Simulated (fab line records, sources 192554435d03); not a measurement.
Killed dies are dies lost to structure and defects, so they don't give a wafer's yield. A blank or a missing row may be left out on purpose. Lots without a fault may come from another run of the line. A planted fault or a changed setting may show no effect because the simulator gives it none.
Chamber matching | flow n5_finfet | N5_BEOL_M3_ILD_DEP_00 on pecvd-02: 3 sister chambers
The step deposits SiOC from DEMS/O2, target thk 79 nm, time 15.3 s. 6 wafers are shown with their chamber, then 8 later ones without.

WAFERS WITH THEIR CHAMBER
wafer  | chamber | throttle_valve_pct (%) | showerhead_plenum_p_Torr (Torr)
L085.4 | 2       | 11.5                   | 5.677
L085.5 | 0       | 12.4                   | 5.704
L086.3 | 0       | 12.5                   | 5.715
L086.5 | 1       | 13.4                   | 5.695
L086.6 | 2       | 11.4                   | 5.689
L088.2 | 1       | 13.0                   | 5.682

WAFERS WITHOUT THEIR CHAMBER
wafer  | throttle_valve_pct (%) | showerhead_plenum_p_Torr (Torr)
L088.3 | 12.7                   | 5.713
L088.4 | 11.5                   | 5.693
L092.4 | 11.6                   | 5.688
L092.5 | 12.2                   | 5.705
L092.6 | 13.2                   | 5.689
L096.3 | 11.6                   | 5.683
L096.4 | 12.9                   | 5.685
L096.5 | 12.5                   | 5.719

WHICH CHAMBER EACH WENT THROUGH
wafer  | from the rows above | in truth
L088.3 | 0                   | 0
L088.4 | 2                   | 2
L092.4 | 2                   | 2
L092.5 | 0                   | 0
L092.6 | 1                   | 1
L096.3 | 2                   | 2
L096.4 | 1                   | 1
L096.5 | 0                   | 0
Placed correctly: 8 of 8. Can't be placed from these rows: 0. Placed wrongly: 0.
How it was worked out, from the rows above alone: a wafer's distance from a chamber is the root of the sum, over the readings, of the square of ((its reading less the chamber's mean) divided by the reading's scatter). The wafer belongs to the nearest chamber; if the next one is less than 2 further off, it can't be placed. A chamber's mean is the mean of its shown wafers. The scatter: the root of (the sum of the squares of (reading less its chamber's mean) over the shown wafers, divided by (wafers less chambers)).
